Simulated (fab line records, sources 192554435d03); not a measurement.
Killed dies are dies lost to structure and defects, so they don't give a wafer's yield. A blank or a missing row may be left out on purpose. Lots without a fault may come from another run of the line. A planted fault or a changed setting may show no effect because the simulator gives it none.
Which tool did it? | flow n5_finfet | 9 lots, 27 wafers sampled, at 5 steps of a route of 1938

WHAT THE GAUGES READ, wafer by wafer
N5_BEOL_M4_RC_MEAS_101. Usual: DIBL_N 36.5 mV/V, standard deviation 1.4; DIBL_P 36.5 mV/V, standard deviation 1.6; IOFF_N 0.163 nA/um, standard deviation 0.022; IOFF_P 0.219 nA/um, standard deviation 0.029; ION_N 675 uA/um, standard deviation 8.3; ION_P 464 uA/um, standard deviation 6.2; RS_PWELL 3008 ohm/sq, standard deviation 22; SS_N 71.5 mV/dec, standard deviation 0.52; SS_P 73.4 mV/dec, standard deviation 0.57; VT_N 249.7 mV, standard deviation 2.6; VT_P -250 mV, standard deviation 3.
lot  | measured     | on        | DIBL_N (mV/V)  | DIBL_P (mV/V)  | IOFF_N (nA/um)    | IOFF_P (nA/um)    | ION_N (uA/um) | ION_P (uA/um) | RS_PWELL (ohm/sq) | SS_N (mV/dec)  | SS_P (mV/dec)  | VT_N (mV)         | VT_P (mV)      | flag
L924 | day 8 03:10  | prober-01 | 38.3 36.7 36.8 | 37.0 34.9 34.5 | 0.170 0.139 0.136 | 0.252 0.215 0.199 | 673 661 669   | 472 462 468   | 3034 3013 3016    | 71.9 71.2 70.9 | 73.3 73.9 73.2 | 252.2 254.3 253.8 | -249 -248 -249 |
L925 | day 8 15:29  | prober-01 | 37.4 34.2 36.5 | 38.1 34.8 38.0 | 0.189 0.134 0.174 | 0.216 0.174 0.213 | 673 666 676   | 455 453 461   | 3003 3008 2987    | 72.7 71.4 72.3 | 73.7 73.3 73.4 | 247.7 251.4 250.6 | -251 -255 -251 |
L928 | day 9 09:45  | prober-02 | 35.2 37.9 36.1 | 34.1 36.5 35.4 | 0.142 0.191 0.153 | 0.178 0.215 0.193 | 667 691 671   | 462 463 459   | 2999 2986 3001    | 71.2 72.1 71.2 | 73.3 73.6 73.2 | 253.4 248.8 251.1 | -255 -253 -253 |
L929 | day 9 16:14  | prober-02 | 33.4 35.9 33.5 | 33.0 36.4 33.4 | 0.120 0.169 0.123 | 0.162 0.212 0.164 | 675 688 666   | 459 473 457   | 2988 2961 3018    | 71.2 72.3 71.3 | 72.3 73.6 72.5 | 252.0 247.8 251.7 | -251 -249 -254 |
L932 | day 11 00:24 | prober-02 | 38.6 36.2 37.8 | 37.9 34.9 37.6 | 0.185 0.140 0.179 | 0.256 0.201 0.246 | 682 674 683   | 467 464 475   | 3161 3172 3134    | 72.0 71.2 71.0 | 74.1 73.1 73.8 | 248.0 251.5 251.6 | -250 -250 -249 | OFF
L935 | day 11 08:19 | prober-02 | 35.3 36.1 35.1 | 34.8 35.7 34.3 | 0.152 0.169 0.143 | 0.225 0.241 0.211 | 682 677 679   | 475 469 467   | 3118 3153 3131    | 71.4 71.4 71.5 | 72.7 73.3 72.6 | 248.2 247.0 249.3 | -247 -247 -250 | OFF
L942 | day 12 21:46 | prober-02 | 37.2 37.7 38.3 | 37.0 38.1 38.3 | 0.176 0.195 0.203 | 0.219 0.232 0.244 | 682 694 682   | 461 469 465   | 3000 3001 3026    | 71.7 71.5 71.7 | 73.5 73.2 73.7 | 249.3 247.1 246.3 | -250 -251 -250 |
L943 | day 13 02:41 | prober-02 | 38.5 38.7 38.1 | 38.0 37.9 37.6 | 0.175 0.184 0.174 | 0.240 0.244 0.248 | 681 666 685   | 464 460 471   | 3040 3040 3030    | 71.3 71.4 71.4 | 74.3 74.3 74.0 | 250.5 248.6 247.6 | -247 -248 -247 |
L945 | day 13 22:22 | prober-02 | 35.7 33.3 35.0 | 37.9 34.6 36.6 | 0.170 0.127 0.151 | 0.230 0.184 0.217 | 681 675 675   | 472 467 465   | 2990 2976 2992    | 72.5 71.0 71.1 | 73.4 72.6 73.3 | 250.1 252.1 250.0 | -248 -251 -249 |

WHICH TOOL RAN EACH LOT (tool, then ch and the chambers of the sampled wafers, then the start)
lot  | N5_ZERO_LAYER_STRIP_24              | N5_WELL_APT_DESCUM_30             | N5_WELL_APT_IMPLANT_31         | N5_PMOS_HMC_CHANNEL_EPI_STRIP_33
L924 | plasma_asher-01 ch 0,1, day 1 19:12 | rie_diel-05 ch 0,1,3, day 1 21:44 | implanter-01 ch 0, day 1 21:50 | rie_diel-04 ch 0,1,2, day 2 00:02
L925 | plasma_asher-02 ch 0,1, day 2 01:02 | rie_diel-01 ch 1,2, day 2 03:01   | implanter-01 ch 0, day 2 03:10 | rie_diel-04 ch 0,2, day 2 05:20
L928 | plasma_asher-02 ch 0,1, day 2 19:09 | rie_diel-02 ch 1,2, day 2 21:52   | implanter-01 ch 0, day 2 21:59 | rie_diel-04 ch 0,3, day 3 00:27
L929 | plasma_asher-01 ch 0,1, day 3 00:59 | rie_diel-02 ch 0,1, day 3 02:52   | implanter-02 ch 0, day 3 02:58 | rie_diel-06 ch 0,1,2, day 3 05:37
L932 | plasma_asher-02 ch 0,1, day 3 18:53 | rie_diel-02 ch 0,1, day 3 23:28   | implanter-01 ch 0, day 3 23:35 | rie_diel-06 ch 0,1,3, day 4 01:50
L935 | plasma_asher-02 ch 0,1, day 4 12:58 | rie_diel-02 ch 0,2,3, day 4 14:56 | implanter-01 ch 0, day 4 15:05 | rie_diel-06 ch 0,1, day 4 17:59
L942 | plasma_asher-02 ch 0,1, day 6 06:53 | rie_diel-01 ch 2,3, day 6 09:08   | implanter-02 ch 0, day 6 09:14 | rie_diel-06 ch 2,3, day 6 12:30
L943 | plasma_asher-02 ch 0,1, day 6 15:50 | rie_diel-02 ch 0,1,2, day 6 17:46 | implanter-02 ch 0, day 6 17:52 | rie_diel-03 ch 2,3, day 6 20:05
L945 | plasma_asher-01 ch 0,1, day 7 00:53 | rie_diel-02 ch 0,2,3, day 7 02:46 | implanter-02 ch 0, day 7 02:52 | rie_diel-04 ch 0,2,3, day 7 05:54
- N5_ZERO_LAYER_STRIP_24: strips in O2.
- N5_WELL_APT_DESCUM_30: chemistry O2, time 7.9 s.
- N5_WELL_APT_IMPLANT_31
- N5_PMOS_HMC_CHANNEL_EPI_STRIP_33: strips in N2/H2.

WHAT THE TOOLS THEMSELVES READ (means of the sampled wafers that have a number; where no wafer has one, the mark that the record gives instead)
N5_ZERO_LAYER_STRIP_24. Usual: drypump_motor_current_A 5.6 A, standard deviation 0.39; heater_power_w 331 W, standard deviation 36; oes_product_au 0.647 a.u., standard deviation 0.0045; strip_time_to_endpoint_s 43.85 s, standard deviation 0.088.
lot  | tool            | drypump_motor_current_A (A) | heater_power_w (W) | oes_product_au (a.u.) | strip_time_to_endpoint_s (s) | flag
L924 | plasma_asher-01 | 6.1                         | 341                | 0.644                 | 43.80                        |
L925 | plasma_asher-02 | 5.4                         | 323                | 0.647                 | 43.79                        |
L928 | plasma_asher-02 | 5.4                         | 319                | 0.648                 | 43.96                        |
L929 | plasma_asher-01 | 5.8                         | 365                | 0.649                 | 43.95                        |
L932 | plasma_asher-02 | 5.3                         | 305                | 0.647                 | 43.80                        |
L935 | plasma_asher-02 | 5.3                         | 309                | 0.646                 | 43.78                        |
L942 | plasma_asher-02 | 5.3                         | 307                | 0.647                 | 43.83                        |
L943 | plasma_asher-02 | 5.3                         | 322                | 0.647                 | 43.85                        |
L945 | plasma_asher-01 | 6.1                         | 337                | 0.648                 | 43.91                        |

N5_WELL_APT_DESCUM_30. Usual: drypump_motor_current_A 5.7 A, standard deviation 0.49; oes_product_au 0.76 a.u., standard deviation 0.066; rf_fwd_power_W 49.65 W, standard deviation 0.19; rf_vpp_V 242.8 V, standard deviation 0.92; showerhead_plenum_p_Torr 2.075 Torr, standard deviation 0.027; throttle_valve_pct 20.47 %, standard deviation 0.25.
lot  | tool        | drypump_motor_current_A (A) | oes_product_au (a.u.) | rf_fwd_power_W (W) | rf_vpp_V (V) | showerhead_plenum_p_Torr (Torr) | throttle_valve_pct (%) | flag
L924 | rie_diel-05 | 5.6                         | 0.74                  | 49.73              | 242.9        | 2.087                           | 20.52                  |
L925 | rie_diel-01 | 5.7                         | 0.70                  | 49.66              | 242.8        | 2.076                           | 20.68                  |
L928 | rie_diel-02 | 6.0                         | 0.76                  | 49.60              | 243.8        | 2.098                           | 20.56                  |
L929 | rie_diel-02 | 5.8                         | 0.80                  | 49.71              | 242.1        | 2.062                           | 20.35                  |
L932 | rie_diel-02 | 5.8                         | 0.80                  | 49.86              | 243.2        | 2.061                           | 20.35                  |
L935 | rie_diel-02 | 5.9                         | 0.79                  | 49.70              | 242.9        | 2.080                           | 20.48                  |
L942 | rie_diel-01 | 5.1                         | 0.72                  | 49.66              | 243.1        | 2.070                           | 20.64                  |
L943 | rie_diel-02 | 5.9                         | 0.76                  | 49.70              | 242.4        | 2.071                           | 20.48                  |
L945 | rie_diel-02 | 5.9                         | 0.77                  | 49.54              | 242.6        | 2.073                           | 20.50                  |

N5_WELL_APT_IMPLANT_31. Usual: dose_ions_cm2 1.4999e+13, standard deviation 1.8e+10; faraday_current_uA 190, standard deviation 4.1.
lot  | tool         | dose_ions_cm2 | faraday_current_uA | flag
L924 | implanter-01 | 1.5014e+13    | 192                |
L925 | implanter-01 | 1.4998e+13    | 188                |
L928 | implanter-01 | 1.4986e+13    | 191                |
L929 | implanter-02 | 1.4991e+13    | 195                |
L932 | implanter-01 | 1.4042e+13    | 178                | OFF
L935 | implanter-01 | 1.4034e+13    | 174                | OFF
L942 | implanter-02 | 1.4981e+13    | 191                |
L943 | implanter-02 | 1.5020e+13    | 190                |
L945 | implanter-02 | 1.5024e+13    | 194                |

N5_PMOS_HMC_CHANNEL_EPI_STRIP_33. Usual: drypump_motor_current_A 5.8 A, standard deviation 0.34; oes_product_au 0.77 a.u., standard deviation 0.088; rf_vpp_V 54.4 V, standard deviation 1.5; showerhead_plenum_p_Torr 3.39 Torr, standard deviation 0.078; throttle_valve_pct 19.1 %, standard deviation 0.34.
lot  | tool        | drypump_motor_current_A (A) | oes_product_au (a.u.) | rf_vpp_V (V) | showerhead_plenum_p_Torr (Torr) | throttle_valve_pct (%) | flag
L924 | rie_diel-04 | 5.8                         | 0.76                  | 54.6         | 3.37                            | 19.3                   |
L925 | rie_diel-04 | 5.9                         | 0.80                  | 53.2         | 3.30                            | 19.4                   |
L928 | rie_diel-04 | 6.0                         | 0.73                  | 51.4         | 3.35                            | 19.2                   |
L929 | rie_diel-06 | 5.6                         | 0.77                  | 54.8         | 3.41                            | 19.1                   |
L932 | rie_diel-06 | 5.8                         | 0.70                  | 55.8         | 3.42                            | 19.1                   |
L935 | rie_diel-06 | 5.9                         | 0.70                  | 55.3         | 3.38                            | 19.3                   |
L942 | rie_diel-06 | 5.6                         | 0.72                  | 55.0         | 3.43                            | 19.0                   |
L943 | rie_diel-03 | 6.3                         | 0.91                  | 54.3         | 3.36                            | 18.9                   |
L945 | rie_diel-04 | 5.8                         | 0.77                  | 55.8         | 3.32                            | 19.2                   |

THE ANSWER, worked out from the rows above alone
Rule: a lot is off if the mean of its wafers that have a number lies more than 3 standard deviations from the usual mean. A lot without any number at a reading at which 4 lots or more have one is off too. The other lots that the step has rows for count as sound. The gauges are gone through in route order, then the tools' own readings, and for those a lot's mean is taken as printed above. The first step at which some lot is off is used, and at that step the reading that is off furthest; a lot without a number counts as furthest.
Off: L932, L935, at N5_BEOL_M4_RC_MEAS_101 (RS_PWELL).
A tool fits if, at a process step before that reading, it ran every lot that is off, and no sound lot after the first of them. The gauges at N5_BEOL_M4_RC_MEAS_101 aren't tried: what is off there is off at N5_WELL_APT_IMPLANT_31 too, on other tools, and a gauge's error can't cause that. One fits: implanter-01 at N5_WELL_APT_IMPLANT_31. Its last sound lot is L928 (day 2 21:59), its first lot that is off L932 (day 3 23:35): a fault that began between those two fits.
The tool's own readings at N5_WELL_APT_IMPLANT_31 bear it out: on the lots that are off they differ by more than 5 times the standard deviation of the sound lots' means. dose_ions_cm2 reads 1.4038e+13 there against 1.5002e+13 on the sound lots; faraday_current_uA reads 176 there against 192 on the sound lots.

WHAT THE SIMULATOR HAD PUT IN
Process parameter drift: implanter-01, from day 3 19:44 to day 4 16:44, at N5_WELL_APT_IMPLANT_31. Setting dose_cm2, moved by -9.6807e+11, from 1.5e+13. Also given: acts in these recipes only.
Lots struck among those shown: L932, L935. The rule above found the same.
